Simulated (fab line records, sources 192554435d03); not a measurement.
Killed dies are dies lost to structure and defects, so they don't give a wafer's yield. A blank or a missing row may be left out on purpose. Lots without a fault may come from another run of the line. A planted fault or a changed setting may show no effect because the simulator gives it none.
Chamber matching | flow n5_finfet | N5_BEOL_M2_DESCUM_33 on rie_diel-04: 4 sister chambers
The step chemistry O2, time 7 s. 8 wafers are shown with their chamber, then 8 later ones without.

WAFERS WITH THEIR CHAMBER
wafer  | chamber | drypump_motor_current_A (A) | oes_product_au (a.u.)
L079.4 | 1       | 6.3                         | 0.67
L078.1 | 1       | 6.3                         | 0.67
L078.2 | 3       | 6.5                         | 0.90
L084.1 | 3       | 6.4                         | 0.89
L084.4 | 2       | 5.6                         | 0.70
L085.4 | 2       | 5.6                         | 0.70
L085.6 | 0       | 6.7                         | 0.93
L087.1 | 0       | 6.7                         | 0.89

WAFERS WITHOUT THEIR CHAMBER
wafer  | drypump_motor_current_A (A) | oes_product_au (a.u.)
L087.4 | 6.4                         | 0.86
L087.5 | 6.3                         | 0.96
L091.2 | 6.3                         | 0.94
L091.3 | 6.4                         | 0.86
L091.6 | 6.3                         | 0.94
L096.1 | 6.3                         | 0.91
L096.3 | 6.7                         | 0.87
L096.5 | 6.4                         | 0.85

WHICH CHAMBER EACH WENT THROUGH
wafer  | from the rows above | in truth
L087.4 | 3                   | 3
L087.5 | 3                   | 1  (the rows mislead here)
L091.2 | 3                   | 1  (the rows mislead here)
L091.3 | 3                   | 3
L091.6 | 3                   | 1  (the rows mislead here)
L096.1 | 3                   | 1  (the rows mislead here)
L096.3 | 0                   | 0
L096.5 | 3                   | 3
Placed correctly: 4 of 8. Can't be placed from these rows: 0. Placed wrongly: 4.
How it was worked out, from the rows above alone: a wafer's distance from a chamber is the root of the sum, over the readings, of the square of ((its reading less the chamber's mean) divided by the reading's scatter). The wafer belongs to the nearest chamber; if the next one is less than 2 further off, it can't be placed. A chamber's mean is the mean of its shown wafers. The scatter: the root of (the sum of the squares of (reading less its chamber's mean) over the shown wafers, divided by (wafers less chambers)).
